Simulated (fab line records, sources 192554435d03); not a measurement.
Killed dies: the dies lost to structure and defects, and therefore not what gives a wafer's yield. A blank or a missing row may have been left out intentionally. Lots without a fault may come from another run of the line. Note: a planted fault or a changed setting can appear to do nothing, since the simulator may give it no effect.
fab line records :: flow n5Finfet
[record]
  lots = 4
  wafers = 11
  lastDay = 17
route steps=1938 shown BEOL_M0_SAQP@652 BEOL_M4@1111 PASSIVATION@1936
lots that met no fault: from a run of the same line without faults
startH: hours from the record's opening day to when the first of the lot's shown wafers began :: waitH: hours since the lot's step before :: " repeats the value in the row above :: L1.1+2: a single row standing in for several wafers :: - either no value or no given start :: * or withheld: withheld :: < > ~ a bound
route shown NAME@n: a module of which the file shows steps, and the number in the route of the first :: usual: average and standard deviation across the fault-free wafers :: same: alike in all rows :: chamber/n: place in a boat :: sites: readings site by site :: _std_site: how widely they spread, as a standard deviation :: _edge_site: mean of outer sites minus mean of inner sites :: radiusMm: how far each site lies from the wafer's centre :: mask NAME#n: copy n :: behind: the last tool/chamber to shape the wafer :: hold: reason for holding the lot/hours on hold/outcome of the hold :: device: names the non-switching transistor (n, p or np) :: end of line: the same wafers' tests at the end of the route :: a step without rows: its recipe alone :: killed: the dies lost at the first sort to structure and to defects; this is not the yield of the wafer :: map: the dies of a wafer, with x for killed, . for not killed, _ for no die there
set.NAME: the setting the step ran with; set.NAME@STEP: the setting that earlier step ran with :: model.NAME: the simulator's own value behind a step, which no gauge read
lots at selected steps of the route; one table per step, one row per wafer
services: from which hour (startH, from the record's first day; less than 0 if before it) a tool's chamber was out of use, for how many hours, and why
[[steps]]
[step N5_BEOL_M0_SAQP_DESCUM_19]
[recipe]
  chemistry = O2
  timeS = 7.9
  sourcePowerW = 50
  biasPowerW = 20
  pressureMtorr = 20
  rfFrequencyHz = 2.712e+07
  tempC = 40
  resist = CAR-ArF
  o2FlowSccm = 225
[step N5_BEOL_M0_SAQP_ETCH_83]
[recipe]
  chemistry = CF4
  target = SiARC
  targetDepthA = 390
  maskMaterial = CAR-ArF
  timeS = 65
  ionEnergyEv = 80
  pressureMtorr = 40
  sourceW = 545
  biasW = 36
  Ar_flow_sccm = 100
  cf4FlowSccm = 100
  ends = cleared
[step N5_BEOL_M0_SAQP_ETCH_84]
[recipe]
  chemistry = N2/H2
  target = SOC
  targetDepthA = 1000
  overetchA = 200
  maskMaterial = SiARC
  tempC = 40
  timeS = 150
  ionEnergyEv = 200
  pressureMtorr = 30
  sourceW = 840
  biasW = 150
  n2FlowSccm = 200
  h2FlowSccm = 200
[step N5_BEOL_M0_SAQP_STRIP_80]
[recipe]
  chemistry = N2/H2
  tempC = 40
  n2FlowSccm = 200
  h2FlowSccm = 200
  rfFrequencyHz = 6e+07
[step N5_BEOL_M0_SAQP_HM_OPEN_112]
[recipe]
  chemistry = CHF3/O2
  target = SiO2
  stopOn = a-Si
  targetDepthA = 120
  overEtchFrac = 1.25
  maskMaterial = SOC
  timeS = 13.5
  pressureMtorr = 30
  sourceW = 650
  biasW = 170
  Ar_flow_sccm = 200
  CHF3_flow_sccm = 50
  O2_flow_sccm = 5
  ionEnergyEv = 200
  ends = endPoint
[step N5_BEOL_M0_SAQP_STRIP_113]
[recipe]
  chemistry = CHF3/O2
  resist = SiARC
  rfFrequencyHz = 6e+07
[step N5_BEOL_M0_SAQP_MANDREL_ETCH_20]
[recipe]
  targetDepthA = 600
  chemistry = HBr/Cl2
  target = a-Si
  stopOn = SiNx
  btTimeS = 10
  maskMaterial = SOC
  overEtchFrac = 0.5
  timeS = 30
  pressureMtorr = 10
  icpW = 800
  biasW = 75
  HBr_flow_sccm = 150
  Cl2_flow_sccm = 80
  ends = endPoint
[step N5_BEOL_M0_SAQP_STRIP_86]
[recipe]
  chemistry = N2/H2
  powerW = 500
  tempC = 40
  pressureMtorr = 50
  rfFrequencyHz = 6e+07
  overashFraction = 0.3
  biasPowerW = 28
  h2Frac = 0.5
  n2FlowSccm = 300
  h2FlowSccm = 300
[step N5_BEOL_M0_SAQP_STRIP_115]
[recipe]
  chemistry = postEtchResidueRemover
  timeS = 60
  tempC = 25
  removerPh = withheld
  removerWaterWtPct = withheld
  removerFluorideWtPct = withheld
[step N5_BEOL_M0_SAQP_SRD_93]
[recipe]
  dry = ipaMarangoni
  timeS = 30
  tempC = 23
  rinseLiquid = diw
[step N5_BEOL_M0_SAQP_RECESS_114]
[recipe]
  chemistry = HF/NH3
  target = SiO2
  targetDepthA = 144
  afsCycles = 3
  tempC = 30
  sublimationTempC = 180
  sublimationTimeS = 60
[usual]
  drypumpMotorCurrentA = 5.3/0.49
[same]
  afsCycles = 3
lot.wafer: L507.4
tool: vaporEtch-02
chamber: 1
startH: 107.97
waitH: 0.2
drypumpMotorCurrentA: 4.7

lot.wafer: L507.5
tool: vaporEtch-02
chamber: 0
startH: 107.97
waitH: 0.2
drypumpMotorCurrentA: 5.2

lot.wafer: L507.6
tool: vaporEtch-02
chamber: 1
startH: 107.97
waitH: 0.2
drypumpMotorCurrentA: 4.8

lot.wafer: L520.1
tool: vaporEtch-02
chamber: 1
startH: 189.85
waitH: 0.0
drypumpMotorCurrentA: 4.7

lot.wafer: L520.4
tool: vaporEtch-02
chamber: 1
startH: 189.85
waitH: 0.0
drypumpMotorCurrentA: 4.7

lot.wafer: L520.6
tool: vaporEtch-02
chamber: 0
startH: 189.85
waitH: 0.0
drypumpMotorCurrentA: 5.2

lot.wafer: L521.1
tool: vaporEtch-02
chamber: 1
startH: 192.84
waitH: 0.0
drypumpMotorCurrentA: 4.7

lot.wafer: L521.3
tool: vaporEtch-02
chamber: 1
startH: 192.84
waitH: 0.0
drypumpMotorCurrentA: 4.7

lot.wafer: L529.1
tool: vaporEtch-01
chamber: 0
startH: 240.88
waitH: 0.0
drypumpMotorCurrentA: 5.6

lot.wafer: L529.2
tool: vaporEtch-01
chamber: 1
startH: 240.88
waitH: 0.0
drypumpMotorCurrentA: 6.1

lot.wafer: L529.3
tool: vaporEtch-01
chamber: 0
startH: 240.88
waitH: 0.0
drypumpMotorCurrentA: 5.6
[step N5_BEOL_M0_SAQP_SPACER1_ALD_98]
[recipe]
  material = SiO2
  targetThkA = 128
  tempC = 300
  aldPrecursorFamily = BDEAS
  aldCoReactant = O2-plasma
  pulseTimeS = 1
  purgeTimeS = 2
  coReactantPurgeTimeS = 2
  aldCycles = 138
  pressureTorr = 2
[step N5_BEOL_M0_SAQP_SPACER1_ETCHBACK_99]
[recipe]
  chemistry = CHF3/O2
  mode = anisotropicEtchback
  target = SiO2
  targetDepthA = 154
  timeS = 7.7
  pressureMtorr = 30
  sourceW = 650
  biasW = 170
  Ar_flow_sccm = 200
  CHF3_flow_sccm = 50
  O2_flow_sccm = 5
  ionEnergyEv = 200
[step N5_BEOL_M0_SAQP_MANDREL1_REMOVE_100]
[recipe]
  chemistry = HBr/Cl2/O2
  btTimeS = 10
  target = a-Si
  stopOn = SiNx
  endpoint = OES-SiCl
  overEtchFrac = 0.85
  icpW = 600
  biasW = 30
  HBr_flow_sccm = 150
  Cl2_flow_sccm = 80
  O2_flow_sccm = 5
  pressureMtorr = 10
[step N5_BEOL_M0_SAQP_ETCH_101]
[recipe]
  chemistry = CH3F/O2
  target = SiNx
  maskMaterial = SiO2
  targetDepthA = 299
  timeS = 42.7
  pressureMtorr = 30
  sourceW = 395
  biasW = 73
  Ar_flow_sccm = 150
  CH3F_flow_sccm = 30
  O2_flow_sccm = 20
  ionEnergyEv = 120
[step N5_BEOL_M0_SAQP_ETCH_102]
[recipe]
  chemistry = CF4
  target = SiO2
  targetDepthA = 40
  ionEnergyEv = 350
  timeS = 4.4
  pressureMtorr = 10
  icpW = 800
  biasW = 400
  cf4FlowSccm = 80
[step N5_BEOL_M0_SAQP_MANDREL_ETCH_103]
[recipe]
  chemistry = HBr/Cl2
  target = a-Si
  targetDepthA = 450
  btTimeS = 10
  stopOn = SiCN
  maskMaterial = SiO2
  overEtchFrac = 0.8
  timeS = 27
  pressureMtorr = 10
  icpW = 800
  biasW = 75
  HBr_flow_sccm = 150
  Cl2_flow_sccm = 80
  ends = endPoint
[step N5_BEOL_M0_SAQP_RECESS_104]
[recipe]
  chemistry = HF/NH3
  target = SiO2
  targetDepthA = 180
  afsCycles = 3
  tempC = 30
  sublimationTempC = 180
  sublimationTimeS = 60
[step N5_BEOL_M0_SAQP_COAT_105]
[recipe]
  resist = SOC
  tempC = 250
  timeS = 60
  spinRpm = 1500
  resistThkNm = 100
[step N5_BEOL_M0_SAQP_ETCH_106]
[recipe]
  chemistry = N2/H2
  target = SOC
  targetDepthA = 1500
  stopOn = SiNx
  ionEnergyEv = 100
  biasW = 61
  pressureMtorr = 30
  sourceW = 850
  n2FlowSccm = 200
  h2FlowSccm = 200
[step N5_BEOL_M0_SAQP_ETCH_107]
[recipe]
  chemistry = CH3F/O2
  target = SiNx
  targetDepthA = 300
  maskMaterial = SOC
  pressureMtorr = 30
  sourceW = 395
  biasW = 73
  Ar_flow_sccm = 150
  CH3F_flow_sccm = 30
  O2_flow_sccm = 20
  ionEnergyEv = 120
[step N5_BEOL_M0_SAQP_STRIP_108]
[recipe]
  chemistry = N2/H2
  powerW = 500
  tempC = 40
  pressureMtorr = 50
  rfFrequencyHz = 6e+07
  overashFraction = 0.3
  biasPowerW = 28
  h2Frac = 0.5
  n2FlowSccm = 300
  h2FlowSccm = 300
[step N5_BEOL_M0_SAQP_RECESS_109]
[recipe]
  chemistry = HF/NH3
  target = SiO2
  targetDepthA = 30
  afsCycles = 1
  tempC = 30
  sublimationTempC = 180
  sublimationTimeS = 60
[step N5_BEOL_M0_SAQP_SPACER2_ALD_26]
[recipe]
  material = SiO2
  targetThkA = 150
  tempC = 300
  aldPrecursorFamily = BDEAS
  aldCoReactant = O2-plasma
  pulseTimeS = 1
  purgeTimeS = 2
  coReactantPurgeTimeS = 2
  pressureTorr = 2
[step N5_BEOL_M0_SAQP_SPACER2_ETCHBACK_27]
[recipe]
  chemistry = CHF3/O2
  mode = anisotropicEtchback
  target = SiO2
  targetDepthA = 225
  timeS = 11.25
  pressureMtorr = 30
  sourceW = 650
  biasW = 170
  Ar_flow_sccm = 200
  CHF3_flow_sccm = 50
  O2_flow_sccm = 5
  ionEnergyEv = 200
[step N5_BEOL_M0_SAQP_MANDREL2_REMOVE_110]
[recipe]
  chemistry = HBr/Cl2/O2
  btTimeS = 10
  target = a-Si
  stopOn = SiCN
  endpoint = OES-SiCl
  overEtchFrac = 1
  icpW = 600
  biasW = 30
  HBr_flow_sccm = 150
  Cl2_flow_sccm = 80
  O2_flow_sccm = 5
  pressureMtorr = 10
[step N5_BEOL_M0_SAQP_COAT_69]
[recipe]
  resist = SOC
  tempC = 250
  timeS = 60
  spinRpm = 1500
  resistThkNm = 90
[step N5_BEOL_M0_SAQP_COAT_72]
[recipe]
  resist = SiARC
  tempC = 220
  timeS = 60
  spinRpm = 1500
  resistThkNm = 15
[step N5_BEOL_M0_SAQP_COAT_87]
[recipe]
  resist = underlayer
  tempC = 205
  timeS = 60
  spinRpm = 1500
  resistThkNm = 5
[step N5_BEOL_M0_SAQP_COAT_34]
[recipe]
  resist = CAR-EUV
  spinRpm = 1500
  resistThkNm = 30
[step N5_BEOL_M0_SAQP_EBR_36]
[recipe]
  solvent = PGMEA
  ebrWidthMm = 1.5
[step N5_BEOL_M0_SAQP_SOFTBAKE_35]
[recipe]
  tempC = 110
  timeS = 60
  resist = CAR-EUV
[step N5_BEOL_M0_SAQP_EXPOSE_37]
[recipe]
  maskId = M0_CUT1
  na = 0.33
  sourceShape = annular
  sigmaInner = 0.35
  sigmaOuter = 0.8
  polarization = unpolarized
  targetCdNm = 30
  doseMj = 44.75
[step N5_BEOL_M0_SAQP_PEB_38]
[recipe]
  pebTempC = 100
  pebTimeS = 60
  resist = CAR-EUV
[step N5_BEOL_M0_SAQP_DEVELOP_39]
[recipe]
  developTimeS = 30
  developer = TMAH
  resist = CAR-EUV
  rinseLiquid = surfactantRinse
  dry = airSpin
  devTempC = 23
[step N5_BEOL_M4_RC_MEAS_101]
[usual]
  DIBL_N = 35.8/1.6
  DIBL_P = 36.0/2.1
  IOFF_N = 0.153/0.026
  IOFF_P = 0.21/0.037
  ION_N = 673/11
  ION_P = 462/7.6
  SS_N = 71.4/0.53
  SS_P = 73.2/0.67
  VT_N = 250/3.2
  VT_P = -250/3.7
lot.wafer: L507.4
tool: prober-02
chamber: 0
startH: 169.88
waitH: 0.5
DIBL_N[mV/V]: 33.7
DIBL_P[mV/V]: 34.6
IOFF_N[nA/um]: 0.130
IOFF_P[nA/um]: 0.19
ION_N[uA/um]: 675
ION_P[uA/um]: 469
SS_N[mV/dec]: 70.5
SS_P[mV/dec]: 72.6
VT_N[mV]: 251
VT_P[mV]: -250

lot.wafer: L507.5
tool: prober-02
chamber: 0
startH: 169.88
waitH: 0.5
DIBL_N[mV/V]: 36.0
DIBL_P[mV/V]: 37.8
IOFF_N[nA/um]: 0.163
IOFF_P[nA/um]: 0.24
ION_N[uA/um]: 694
ION_P[uA/um]: 477
SS_N[mV/dec]: 71.3
SS_P[mV/dec]: 72.8
VT_N[mV]: 247
VT_P[mV]: -248

lot.wafer: L507.6
tool: prober-02
chamber: 0
startH: 169.88
waitH: 0.5
DIBL_N[mV/V]: 32.9
DIBL_P[mV/V]: 33.0
IOFF_N[nA/um]: 0.114
IOFF_P[nA/um]: 0.16
ION_N[uA/um]: 670
ION_P[uA/um]: 460
SS_N[mV/dec]: 70.0
SS_P[mV/dec]: 72.0
VT_N[mV]: 252
VT_P[mV]: -254

lot.wafer: L521.1
tool: prober-02
chamber: 0
startH: 249.51
waitH: 0.0
DIBL_N[mV/V]: 36.2
DIBL_P[mV/V]: 37.7
IOFF_N[nA/um]: 0.169
IOFF_P[nA/um]: 0.24
ION_N[uA/um]: 684
ION_P[uA/um]: 481
SS_N[mV/dec]: 71.1
SS_P[mV/dec]: 74.0
VT_N[mV]: 246
VT_P[mV]: -247

lot.wafer: L521.3
tool: prober-02
chamber: 0
startH: 249.51
waitH: 0.0
DIBL_N[mV/V]: 36.9
DIBL_P[mV/V]: 36.4
IOFF_N[nA/um]: 0.161
IOFF_P[nA/um]: 0.22
ION_N[uA/um]: 676
ION_P[uA/um]: 463
SS_N[mV/dec]: 71.7
SS_P[mV/dec]: 73.1
VT_N[mV]: 248
VT_P[mV]: -247

lot.wafer: L520.1
tool: prober-01
chamber: 0
startH: 251.66
waitH: 0.0
DIBL_N[mV/V]: 35.4
DIBL_P[mV/V]: 35.5
IOFF_N[nA/um]: 0.170
IOFF_P[nA/um]: 0.22
ION_N[uA/um]: 681
ION_P[uA/um]: 464
SS_N[mV/dec]: 72.2
SS_P[mV/dec]: 72.7
VT_N[mV]: 248
VT_P[mV]: -249

lot.wafer: L520.4
tool: prober-01
chamber: 0
startH: 251.66
waitH: 0.0
DIBL_N[mV/V]: 33.6
DIBL_P[mV/V]: 34.4
IOFF_N[nA/um]: 0.129
IOFF_P[nA/um]: 0.20
ION_N[uA/um]: 656
ION_P[uA/um]: 459
SS_N[mV/dec]: 71.7
SS_P[mV/dec]: 72.3
VT_N[mV]: 254
VT_P[mV]: -250

lot.wafer: L520.6
tool: prober-01
chamber: 0
startH: 251.66
waitH: 0.0
DIBL_N[mV/V]: 33.7
DIBL_P[mV/V]: 34.3
IOFF_N[nA/um]: 0.134
IOFF_P[nA/um]: 0.19
ION_N[uA/um]: 660
ION_P[uA/um]: 461
SS_N[mV/dec]: 71.2
SS_P[mV/dec]: 72.1
VT_N[mV]: 251
VT_P[mV]: -250

lot.wafer: L529.1
tool: prober-01
chamber: 0
startH: 302.14
waitH: 0.0
DIBL_N[mV/V]: 31.6
DIBL_P[mV/V]: 30.1
IOFF_N[nA/um]: 0.090
IOFF_P[nA/um]: 0.13
ION_N[uA/um]: 651
ION_P[uA/um]: 448
SS_N[mV/dec]: 70.3
SS_P[mV/dec]: 71.3
VT_N[mV]: 256
VT_P[mV]: -257

lot.wafer: L529.2
tool: prober-01
chamber: 0
startH: 302.14
waitH: 0.0
DIBL_N[mV/V]: 38.0
DIBL_P[mV/V]: 37.4
IOFF_N[nA/um]: 0.200
IOFF_P[nA/um]: 0.24
ION_N[uA/um]: 691
ION_P[uA/um]: 464
SS_N[mV/dec]: 72.0
SS_P[mV/dec]: 73.2
VT_N[mV]: 243
VT_P[mV]: -247

lot.wafer: L529.3
tool: prober-01
chamber: 0
startH: 302.14
waitH: 0.0
DIBL_N[mV/V]: 37.5
DIBL_P[mV/V]: 38.7
IOFF_N[nA/um]: 0.195
IOFF_P[nA/um]: 0.24
ION_N[uA/um]: 688
ION_P[uA/um]: 469
SS_N[mV/dec]: 71.7
SS_P[mV/dec]: 74.2
VT_N[mV]: 247
VT_P[mV]: -249
[step N5_PASSIVATION_PROBE_49]
[usual]
  defectLimitedYield = 91.3/1.5
  killed_at_M0_to_M3 = 33/12
  killed_at_M4_up = 13/5.2
  killedAtContacts = 13/6.7
  killedAtFrontEnd = 40/11
  killedAtOther = 4.1/2.7
  killedDies = 103/17
  killedOnRim = 14/4.2
  killedOpen = 69/13
  killedShort = 33/8.4
  sort_bin_5_function = 5.1/1
  sort_bin_6_memory = 3.2/0.62
  sortNPass = 1077/17
  sortYieldPct = 91.3/1.5
[same]
  grossDies = 1180
  killedAtBackSide = 0
  sort_bin_4_leakage[%] = 0
  sort_bin_8_speed[%] = 0
lot.wafer: L520.1
tool: prober-01
chamber: -
startH: 358.84
waitH: 0.9
defectLimitedYield[%]: 70.3
killed_at_M0_to_M3: 288
killed_at_M4_up: 14
killedAtContacts: 6
killedAtFrontEnd: 31
killedAtOther: 12
killedDies: 351
killedOnRim: 59
killedOpen: 56
killedShort: 25
sort_bin_5_function[%]: 5.3
sort_bin_6_memory[%]: 1.8
sortNPass: 829
sortYieldPct[%]: 70.3

lot.wafer: L520.4
tool: prober-01
chamber: -
startH: 358.99
waitH: 1.0
defectLimitedYield[%]: 92.5
killed_at_M0_to_M3: 33
killed_at_M4_up: 11
killedAtContacts: 6
killedAtFrontEnd: 34
killedAtOther: 4
killedDies: 88
killedOnRim: 17
killedOpen: 59
killedShort: 28
sort_bin_5_function[%]: 5.1
sort_bin_6_memory[%]: 2.2
sortNPass: 1092
sortYieldPct[%]: 92.5

lot.wafer: L520.6
tool: prober-01
chamber: -
startH: 359.09
waitH: 1.1
defectLimitedYield[%]: 91.6
killed_at_M0_to_M3: 34
killed_at_M4_up: 11
killedAtContacts: 12
killedAtFrontEnd: 36
killedAtOther: 6
killedDies: 99
killedOnRim: 14
killedOpen: 71
killedShort: 23
sort_bin_5_function[%]: 6.2
sort_bin_6_memory[%]: 2.1
sortNPass: 1081
sortYieldPct[%]: 91.6

lot.wafer: L521.1
tool: prober-02
chamber: -
startH: 363.70
waitH: 0.0
defectLimitedYield[%]: 60.5
killed_at_M0_to_M3: 393
killed_at_M4_up: 8
killedAtContacts: 14
killedAtFrontEnd: 45
killedAtOther: 6
killedDies: 466
killedOnRim: 78
killedOpen: 74
killedShort: 38
sort_bin_5_function[%]: 5.2
sort_bin_6_memory[%]: 4.1
sortNPass: 714
sortYieldPct[%]: 60.5

lot.wafer: L521.3
tool: prober-02
chamber: -
startH: 363.80
waitH: 0.1
defectLimitedYield[%]: 70.2
killed_at_M0_to_M3: 280
killed_at_M4_up: 16
killedAtContacts: 10
killedAtFrontEnd: 45
killedAtOther: 1
killedDies: 352
killedOnRim: 61
killedOpen: 74
killedShort: 19
sort_bin_5_function[%]: 4.7
sort_bin_6_memory[%]: 3.2
sortNPass: 828
sortYieldPct[%]: 70.2

lot.wafer: L529.1
tool: prober-02
chamber: -
startH: 402.79
waitH: 0.0
defectLimitedYield[%]: 91.3
killed_at_M0_to_M3: 30
killed_at_M4_up: 24
killedAtContacts: 4
killedAtFrontEnd: 40
killedAtOther: 5
killedDies: 103
killedOnRim: 15
killedOpen: 70
killedShort: 31
sort_bin_5_function[%]: 4.5
sort_bin_6_memory[%]: 4.0
sortNPass: 1077
sortYieldPct[%]: 91.3

lot.wafer: L529.2
tool: prober-02
chamber: -
startH: 402.84
waitH: 0.1
defectLimitedYield[%]: 92.2
killed_at_M0_to_M3: 22
killed_at_M4_up: 19
killedAtContacts: 2
killedAtFrontEnd: 46
killedAtOther: 3
killedDies: 92
killedOnRim: 10
killedOpen: 52
killedShort: 40
sort_bin_5_function[%]: 4.9
sort_bin_6_memory[%]: 2.6
sortNPass: 1088
sortYieldPct[%]: 92.2

lot.wafer: L529.3
tool: prober-02
chamber: -
startH: 402.89
waitH: 0.1
defectLimitedYield[%]: 91.6
killed_at_M0_to_M3: 38
killed_at_M4_up: 9
killedAtContacts: 5
killedAtFrontEnd: 42
killedAtOther: 5
killedDies: 99
killedOnRim: 14
killedOpen: 64
killedShort: 32
sort_bin_5_function[%]: 4.8
sort_bin_6_memory[%]: 3.1
sortNPass: 1081
sortYieldPct[%]: 91.6
// killed by level:class
L520.1 BEOL_M0_SAQP:areaRecess=266 STI_FIN_REVEAL:geometricParticle:open=9 MOL_CONTACT_COAG:geometricParticle:open=6 BEOL_M2:geometricParticle:open=5 BEOL_M0_SAQP:geometricParticle:short=4 BEOL_M0_SAQP:geometricParticle:open=4 BEOL_M4:geometricParticle:open=4 ILD0:geometricParticle:short=3
L520.4 FIN_SAQP:geometricParticle:open=11 BEOL_M2:geometricParticle:open=10 BEOL_M0_SAQP:geometricParticle:short=6 STI_FIN_REVEAL:geometricParticle:open=5 DUMMY_GATE:geometricParticle:open=5 MOL_CONTACT_COAG:geometricParticle:open=5 BEOL_M4:geometricParticle:open=5 FIN_SAQP:geometricParticle:short=4
L520.6 STI_FIN_REVEAL:geometricParticle:open=11 MOL_CONTACT_COAG:geometricParticle:open=10 BEOL_M0_SAQP:geometricParticle:short=8 FIN_SAQP:geometricParticle:open=7 BEOL_M0_SAQP:geometricParticle:open=7 DUMMY_GATE:geometricParticle:open=6 BEOL_M1:geometricParticle:open=6 BEOL_M2:geometricParticle:open=5
L521.1 BEOL_M0_SAQP:areaRecess=354 STI_FIN_REVEAL:geometricParticle:open=15 MOL_CONTACT_COAG:geometricParticle:open=12 BEOL_M3:geometricParticle:open=9 FIN_SAQP:geometricParticle:open=7 BEOL_M0_SAQP:geometricParticle:short=6 GATE_CUT:geometricParticle:short=5 BEOL_M3:geometricParticle:short=5
L521.3 BEOL_M0_SAQP:areaRecess=258 STI_FIN_REVEAL:geometricParticle:open=21 MOL_CONTACT_COAG:geometricParticle:open=8 BEOL_M3:geometricParticle:open=7 BEOL_M4:geometricParticle:open=7 FIN_SAQP:geometricParticle:open=6 BEOL_M2:geometricParticle:open=5 BEOL_M0_SAQP:geometricParticle:open=4
L529.1 BEOL_M1:geometricParticle:open=12 DUMMY_GATE:geometricParticle:open=10 BEOL_M5:geometricParticle:open=9 FIN_SAQP:geometricParticle:short=8 BEOL_M4:geometricParticle:open=6 STI_FIN_REVEAL:geometricParticle:open=5 BEOL_M0_SAQP:geometricParticle:open=5 BEOL_M3:geometricParticle:open=5
L529.2 DUMMY_GATE:geometricParticle:open=10 FIN_SAQP:geometricParticle:short=8 BEOL_M5:geometricParticle:open=7 GATE_CUT:geometricParticle:short=6 GATE_CUT:geometricParticle:open=6 STARTING-WAFER:geometricParticle:short=5 BEOL_M0_SAQP:geometricParticle:open=4 BEOL_M3:geometricParticle:open=4
L529.3 BEOL_M1:geometricParticle:open=12 BEOL_M3:geometricParticle:open=7 STI_FIN_REVEAL:geometricParticle:open=7 STARTING-WAFER:geometricParticle:short=7 FIN_SAQP:geometricParticle:open=6 BEOL_M0_SAQP:geometricParticle:short=5 BEOL_M0_SAQP:geometricParticle:open=5 STARTING-WAFER:geometricParticle:open=5
// map L520.1 (x killed, . not)
_________________x.xx........________________
______________xx........x.x....._____________
___________..xx......x.............__________
__________.xx...x.....x............._________
________xxxxx.x.x....................._______
_______.x.x..xxxx....x...xx...x.......x______
______..x.x....xxxx.......x......x......_____
_____x.x.x....x....................x.....____
____xxx..xx.x.x...x.....x.....x.x.........___
___.xxxxx.x.xx.....x..x.....xxx............__
___...x.x.x..x.x.x........x...x........x.x.__
__xx.xxx........x.xx..x.x............x......_
__x.xxxxx.xxxx....x.....xx...........x......_
_xxxx..x.x.x.x.x.....x......x..............x.
_xxx.xx.xx.xxxx..x.x.x.......x......x..x.....
_x..x.xx.x..x......x....x..x.x....x....x....x
_xxxx.x.xxx...x....x.......x.................
_xx..xxxx........x..x.....x...x.x............
_xxxx.xx....xx.x...xx....x............x..x...
_xxxx.xxxxxxxx......xx.x.xx....x...........x.
_xxxxxxx.xxxx...x....x....x....x.......x.....
__xxxxxxxx.x...xxxxx..xx..x....xxx........x._
__xxxx..xx.xxxx..................x.........._
___xxxxxx...x.....x.x....x....xx...........__
___xxxxxxx...x.xx..........x.x....x.x.....x__
____xxxxx..x.xx..x.....xxx..x.............___
_____xxx.x..xxxx...x..........x.....x....____
______x.....x.xx.x..........x..........._____
_______.x.x.x....x........x.........xx.______
________..x.xxx.x..x.x..........x....._______
__________.xxxx.x.xx..xx....x.x....._________
___________xxxxx.......x...........__________
______________xxxx.xx.x.x.xx...._____________
_________________x......xx...________________
// map L521.1 (x killed, . not)
_________________.....x......________________
______________.x.xxx..xx..x....._____________
___________x..x.x..x...x........x..__________
__________x...x.x.x.......xx.......x_________
________xxxxx.....x.x.x..xx..........._______
_______xx.xx.x.x.x.x.....x.x........x..______
______xxxx..xx........xxx...x.......x.xx_____
_____xx.xxx..xx....x...xx.......x........____
____x.xx.x.x.xx.xx......xx..x.x..x..x.....___
___xxxxxx...x....x.x...xxx...xx.....x......__
___x.x.x.x.xxxx.x.xx...x....x..............__
__xx.xx.xxxx.xxx.x.x..x.........x.....x....._
__xxxxxx.xxx.xx...........x...........x....._
_.x.x.xxxxx.x.xxxx.....x..x..........x....x..
_xx.xx.xxxxxxxxxx.x...x.x...x........x.......
_xxxx..xxxxxx..x.......xxx...x............x..
_xxxxx.xxx.x.xxxx.x....xx................x..x
_xxxxxxxxxx.x..xxxxx..x......x...............
_xxxxx.xxxxxxx.................x....xx.......
_xxxxxxxxxx.xxxx.xx....xx...x...x........xx..
_xxxxxx.xx..xxxx.x...xxxx...x.......x......xx
__xxxxx.xxxxx.x.x..x.xx..x.x..x......x......_
__xx.xxxxxxx.x..xxxxxx..x...x...xx.........._
___xxxxxx.xx..xxx..xxx..x.......xx...x.x..x__
___xxxxxxxxx.xxx.x..x..x...................__
____xxxxxxxx.x..x..x.x....x..........x..x.___
_____.xxxxxx.xxxxxx.............x.....xx.____
______xxxx.xx.x.x..x.........x.........._____
_______.xx..xx..x..xx.......x....x.....______
________x.xxxxxxxx.xxxx........x..x..._______
__________xxxx.xxxx...x...x.......x._________
___________xxxxxxx.xx.xx..xxx..x.x.__________
______________xx.xxxx....x..x..._____________
_________________..xxxxxxxxxx________________
[[services]]
tool: vaporEtch-01
chamber: -
startH: 203.41
hours: 0.4
kind: repair
[[key]]
[firstSign]
  step = N5_PASSIVATION_PROBE_49
  reading = killed_at_M0_to_M3
  direction = up
  sigmas = 25
  usual = 33
  struck = 320
[effect]
  step = N5_PASSIVATION_PROBE_49
  reading = killedDies
  direction = up
  sigmas = 17
  usual = 103
  struck = 390
[moreKillsBornAt]
  N5_BEOL_M0_SAQP_RECESS_114@vaporEtch-02 = 878
metAt N5_BEOL_M0_SAQP_RECESS_114
struckWafers L520.1,L521.1,L521.3
onsetBetween 107.97 189.85
[fault]
  kind = processParameterDrift
  tool = vaporEtch-02
  chamber = -
  onsetH = 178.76
  steps = N5_BEOL_M0_SAQP_RECESS_114
  channel = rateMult
  offset = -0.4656
  shape = step
  endH = 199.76
  scope = struckWafersOnly
